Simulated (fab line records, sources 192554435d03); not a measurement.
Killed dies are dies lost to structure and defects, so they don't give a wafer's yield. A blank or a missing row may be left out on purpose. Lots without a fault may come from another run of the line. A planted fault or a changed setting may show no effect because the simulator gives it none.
fab line records | flow n5_finfet
record lots=5 wafers=15 last_day=18
route steps=1938 shown BEOL_M14@1761 BEOL_M15@1773
lots that met no fault: from a run of the same line without faults
start_h: hours from the record's first day to the start of the lot's first wafer shown | wait_h: hours since the lot's step before | " the same as in the row above | L1.1+2: a row that stands for several wafers | - no value, or no start given | * or withheld: withheld | < > ~ a bound
route shown NAME@n: a module of which the file shows steps, and the number in the route of the first | usual: mean/standard deviation of fault-free wafers | same: alike in all rows | chamber/n: place in a boat | sites: the reading at each site | _std_site: their standard deviation | _edge_site: outer sites' mean less inner sites' | radius_mm: how far each site lies from the wafer's centre | mask NAME#n: copy n | behind: the tool/chamber that last shaped the wafer | hold: why the lot was held/for how many hours/how that ended | device: the transistor (n, p or np) that didn't switch | end of line: the same wafers' tests at the end of the route | a step without rows: its recipe alone | killed: dies lost to structure and defects at the first sort, not the wafer's yield | map: a wafer's dies, x killed, . not, _ none there
set.NAME: the setting as run; set.NAME@STEP: as run at that earlier step | model.NAME: the simulator's own value behind a step, which no gauge read
lots at some steps of the route; a table a step, a row a wafer
services: from which hour (start_h, from the record's first day; less than 0 if before it) a tool's chamber was out of use, for how many hours, and why
## steps
# step N5_BEOL_M14_PRE_CLEAN_42
# recipe gas=H2/He time_s=30 temp_c=300
# step N5_BEOL_M14_SPUTTER_43
# recipe material=TaN target_thk_a=150 temp_c=50 bias_v=168.6 power_w=15000 chamber_pressure_pa=0.12 time_s=24.19
# step N5_BEOL_M14_SPUTTER_44
# recipe material=Ta target_thk_a=150 temp_c=50 bias_v=80 power_w=15000 chamber_pressure_pa=0.07 time_s=24.19
# step N5_BEOL_M14_SPUTTER_45
# recipe material=Cu target_thk_a=1000 temp_c=-20 bias_v=60 power_w=26000 chamber_pressure_pa=0.13 time_s=16.67
# step N5_BEOL_M14_ECD_47
# recipe material=Cu target_thk_a=12480
# step N5_BEOL_M14_ANNEAL_48
# recipe temp_c=225 time_s=90 ambient=N2
# step N5_BEOL_M14_CMP_49
# recipe stop_on=SiO2 t_overpolish_s=5.2 down_force_psi=2 platen_rpm=80 clearing_platen_down_force_psi=2 clearing_platen_rpm=80 post_cmp_clean=cu_alkaline target_thk_nm=560 clearing_platen_pad_velocity_m_s=1.5917 pad_velocity_m_s=1.5917
# step N5_BEOL_M14_PRE_CLEAN_52
# recipe gas=NH3 time_s=15 temp_c=withheld rf_power_w=300
# step N5_BEOL_M14_DEP_53
# recipe material=SiCN target_thk_a=500 temp_c=withheld precursor=3MS/NH3 pressure_torr=3 rf_w=675 time_s=17.8
# step N5_BEOL_M15_ILD_DEP_00
# recipe material=SiO2 target_thk_a=16293 temp_c=400 precursor=TEOS/O2 pressure_torr=6.5 rf_w=900 teos_flow_sccm=161.4 gas=O2 flow_sccm=2650 time_s=346.1
# usual heater_power_w=535/120 run_length_s=389.0/0.7 showerhead_plenum_p_Torr=8.36/0.042 throttle_valve_pct=18.4/0.7
# columns lot.wafer tool chamber start_h wait_h heater_power_w run_length_s showerhead_plenum_p_Torr throttle_valve_pct model.SiO2_of_BEOL_M15_ILD_DEP_00.thk_nm
L291.1 pecvd-04 2 338.75 0.0 612 388.4 8.36 18.0 1636
L291.3 " 0 " " 352 389.0 8.41 19.3 1631
L291.6 " 0 " " 419 388.9 8.42 19.1 1670
L295.1 pecvd-04 0 367.84 0.0 425 377.9 8.41 19.1 1602
L295.2 " 1 " " 484 390.2 8.38 17.7 1629
L295.3 " 2 " " 510 388.3 8.35 18.3 1638
L297.4 pecvd-04 2 371.81 0.1 476 377.7 8.32 18.5 1587
L297.5 " 0 " " 309 388.6 8.42 19.1 1641
L297.6 " 1 " " 473 389.8 8.36 17.5 1631
L294.1 pecvd-04 1 372.01 0.0 505 380.0 8.37 17.5 1561
L294.3 " 2 " " 615 388.3 8.35 18.2 1619
L294.4 " 2 " " 453 377.3 8.34 18.3 1604
L301.2 pecvd-03 0 409.66 0.0 724 388.1 8.39 18.5 1601
L301.5 " 2 " " 626 389.6 8.31 18.0 1648
L301.6 " 1 " " 668 388.7 8.38 19.5 1632
# step N5_BEOL_M15_COAT_58
# recipe resist=BARC temp_c=205 time_s=60 spin_rpm=1500 resist_thk_nm=89
# step N5_BEOL_M15_COAT_04
# recipe spin_rpm=1704 resist_thk_nm=800
# step N5_BEOL_M15_EBR_06
# recipe solvent=PGMEA ebr_width_mm=1.5
# step N5_BEOL_M15_SOFTBAKE_05
# recipe temp_c=130 time_s=60
# step N5_BEOL_M15_EXPOSE_07
# recipe mask_id=V14 na=0.8 source_shape=annular sigma_inner=0.5 sigma_outer=0.8 polarization=unpolarized attpsm_phase_deg=180 dose_mj=41.25
# step N5_BEOL_M15_PEB_08
# recipe peb_temp_c=130 peb_time_s=90
# step N5_BEOL_M15_DEVELOP_09
# recipe develop_time_s=45 rinse_liquid=diw dry=air_spin dev_temp_c=21
# step N5_BEOL_M15_HARDBAKE_14
# recipe temp_c=130 time_s=120
# step N5_BEOL_M15_DESCUM_15
# recipe chemistry=O2 time_s=7.9 source_power_w=50 bias_power_w=20 pressure_mtorr=20 rf_frequency_hz=2.712e+07 temp_c=40 o2_flow_sccm=225
# step N5_BEOL_M15_ETCH_59
# recipe chemistry=N2/H2 target=BARC target_depth_a=890 overetch_a=267 time_s=67.9 ion_energy_ev=200 pressure_mtorr=30 source_w=840 bias_w=150 n2_flow_sccm=200 h2_flow_sccm=200
# step N5_BEOL_M15_VIA_ETCH_16
# recipe chemistry=C4F8/O2/Ar target=SiO2 he_inner_torr=15 he_outer_torr=30 target_depth_a=17922 time_s=withheld ion_energy_ev=800 pressure_mtorr=20 source_w=1905 bias_w=2040 Ar_flow_sccm=400 C4F8_flow_sccm=16 O2_flow_sccm=12 ends=cleared
# usual drypump_motor_current_A=5.9/0.69 oes_product_au=0.67/0.051 rf_vpp_V=2216/45 showerhead_plenum_p_Torr=3.39/0.088 throttle_valve_pct=30.73/0.2
# columns lot.wafer tool chamber start_h wait_h drypump_motor_current_A oes_product_au rf_vpp_V showerhead_plenum_p_Torr throttle_valve_pct model.etch.depth_nm
L291.1 rie_diel-01 3 339.80 0.0 6.4 0.73 2178 3.36 30.96 1636
L291.3 " 1 " " 4.9 0.60 2240 3.26 30.84 1631
L291.6 " 2 " " 5.2 0.62 2245 3.42 30.64 1670
L295.1 rie_diel-04 1 368.70 0.0 4.7 0.64 2250 3.53 30.73 1602
L295.2 " 0 " " 5.4 0.62 2275 3.50 30.51 1629
L295.3 " 2 " " 6.5 0.73 2262 3.34 30.55 1638
L297.4 rie_diel-01 1 372.43 0.0 4.8 0.60 2240 3.26 30.86 1587
L297.5 " 3 " " 6.5 0.72 2176 3.35 30.95 1641
L297.6 " 0 " " 5.6 0.68 2222 3.45 31.05 1631
L294.1 rie_diel-03 0 372.92 0.0 6.4 0.67 2211 3.41 30.50 1561
L294.3 " 1 " " 5.3 0.70 2187 3.46 30.32 1619
L294.4 " 0 " " 6.4 0.67 2211 3.41 30.51 1604
L301.2 rie_diel-03 2 410.57 0.1 6.6 0.63 2131 3.26 30.86 1601
L301.5 " 0 " " 6.4 0.65 2211 3.40 30.52 1648
L301.6 " 2 " " 6.6 0.63 2129 3.26 30.86 1632
# step N5_BEOL_M15_STRIP_63
# recipe chemistry=O2 power_w=600 temp_c=60 pressure_mtorr=30 rf_frequency_hz=6e+07 bias_power_w=0 overash_fraction=0.3 o2_flow_sccm=225
# step N5_BEOL_M15_STRIP_64
# recipe chemistry=O2 power_w=600 temp_c=60 pressure_mtorr=30 rf_frequency_hz=6e+07 bias_power_w=0 overash_fraction=0.3 o2_flow_sccm=225
# step N5_BEOL_M15_STRIP_65
# recipe chemistry=post_etch_residue_remover time_s=60 temp_c=25 remover_ph=withheld remover_water_wt_pct=withheld remover_fluoride_wt_pct=withheld
# step N5_BEOL_M15_SRD_66
# recipe time_s=30 temp_c=23 rinse_liquid=diw dry=n2_spin spin_rpm=1500 dry_time_s=30
# step N5_BEOL_M15_COAT_56
# recipe resist=SOC temp_c=250 time_s=60 spin_rpm=1500 resist_thk_nm=550
# step N5_BEOL_M15_ETCH_57
# recipe chemistry=N2/H2 target=SOC source_w=3000 bias_w=350 time_s=750 ion_energy_ev=200 pressure_mtorr=30 n2_flow_sccm=200 h2_flow_sccm=200
# step N5_BEOL_M15_COAT_60
# recipe resist=BARC temp_c=205 time_s=60 spin_rpm=1500 resist_thk_nm=89
# step N5_BEOL_M15_COAT_22
# recipe spin_rpm=1704 resist_thk_nm=800
# step N5_BEOL_M15_EBR_24
# recipe solvent=PGMEA ebr_width_mm=1.5
# step N5_BEOL_M15_SOFTBAKE_23
# recipe temp_c=130 time_s=60
# step N5_BEOL_M15_EXPOSE_25
# recipe mask_id=M15 na=0.8 source_shape=annular sigma_inner=0.5 sigma_outer=0.8 polarization=unpolarized target_cd_nm=400 dose_mj=35.5
# step N5_BEOL_M15_PEB_26
# recipe peb_temp_c=130 peb_time_s=90
# step N5_BEOL_M15_DEVELOP_27
# recipe develop_time_s=45 rinse_liquid=diw dry=air_spin dev_temp_c=21
# step N5_BEOL_M15_CMP_49
# recipe stop_on=SiO2 t_overpolish_s=4.9 down_force_psi=2 platen_rpm=80 clearing_platen_down_force_psi=2 clearing_platen_rpm=80 post_cmp_clean=cu_alkaline target_thk_nm=850 clearing_platen_pad_velocity_m_s=1.5917 pad_velocity_m_s=1.5917
# usual barrier_field_endpoint_s=11.35/0.27 motor_current_A=7.5/0.97 overpolish_run_s=4.900/0.0095 pad_life_wafers=1193/550
# columns lot.wafer tool chamber start_h wait_h barrier_field_endpoint_s motor_current_A overpolish_run_s pad_life_wafers model.SiO2_of_BEOL_M15_ILD_DEP_00.thk_nm
L291.3 cmp-01 2 343.89 0.2 11.55 8.2 4.897 1518 1552
L291.1 " 3 " " 10.91 7.6 4.916 1519 1559
L291.6 " 3 " " 11.27 8.2 4.878 - 1590
L295.2 cmp-02 3 374.71 0.2 11.32 6.2 4.909 798 1552
L295.1 " 1 " " 11.09 7.8 4.893 800 1527
L295.3 " 2 " " 11.18 6.2 4.904 801 1560
L297.4 cmp-03 1 376.17 0.2 11.96 6.9 4.885 1471 1509
L297.5 " 0 " " 11.63 6.5 4.891 - 1564
L297.6 " 1 " " 11.81 6.6 4.918 - 1556
L294.4 cmp-03 0 376.67 0.1 10.87 6.5 4.911 1482 1527
L294.3 " 2 " " 11.24 6.8 4.905 1484 1546
L294.1 " 3 " " 10.93 7.9 4.901 1485 1484
L301.2 cmp-02 3 414.64 0.4 11.43 6.5 4.908 1128 1524
L301.6 " 3 " " 11.41 6.5 4.889 - 1552
L301.5 " 0 " " 11.71 8.7 4.902 - 1567
## services
# columns tool chamber start_h hours kind
rie_diel-03 3 329.30 4.3 repair
rie_diel-04 3 332.64 7.5 repair
rie_diel-04 0 334.08 6.7 repair
pecvd-03 - 346.25 0.7 repair
rie_diel-03 3 348.00 1.3 repair
cmp-03 - 356.08 2.3 repair
rie_diel-03 3 361.07 - clean
rie_diel-03 3 361.07 - consumable_replace:focus_ring
rie_diel-03 3 361.07 29.4 scheduled_down
rie_diel-03 3 361.07 29.4 vent_cycle
pecvd-04 - 366.38 0.9 repair
rie_diel-01 1 372.75 - clean
rie_diel-01 1 372.75 - consumable_replace:focus_ring
rie_diel-01 1 372.75 - consumable_replace:showerhead
rie_diel-01 1 372.75 22.7 scheduled_down
rie_diel-01 1 372.75 22.7 vent_cycle
rie_diel-01 3 380.65 7.9 repair
rie_diel-03 - 390.96 14.6 pm
rie_diel-01 2 399.94 1.9 repair
rie_diel-04 0 401.11 - clean
rie_diel-04 0 401.11 - consumable_replace:focus_ring
rie_diel-04 0 401.11 15.6 scheduled_down
rie_diel-04 0 401.11 15.6 vent_cycle
cmp-01 - 407.50 4.0 pm
## key
first_sign step=N5_BEOL_M15_ILD_DEP_00 reading=run_length_s direction=down sigmas=15 usual=* struck=*
effect none on later readings
model_effect step=N5_BEOL_M15_ILD_DEP_00 value=SiO2_of_BEOL_M15_ILD_DEP_00.thk_nm without=1639 struck=1588
model_effect step=N5_BEOL_M15_VIA_ETCH_16 value=etch.depth_nm without=1639 struck=1588
model_effect step=N5_BEOL_M15_CMP_49 value=SiO2_of_BEOL_M15_ILD_DEP_00.thk_nm without=1563 struck=1512
met_at N5_BEOL_M15_ILD_DEP_00
struck_wafers L294.1,L294.4,L295.1,L297.4
onset_between 338.75 367.84
fault kind=process_parameter_drift tool=pecvd-04 chamber=- onset_h=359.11 steps=N5_BEOL_M15_ILD_DEP_00 channel=time_s offset=* shape=step end_h=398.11 scope=struck_wafers_only acts_in=* stated=*
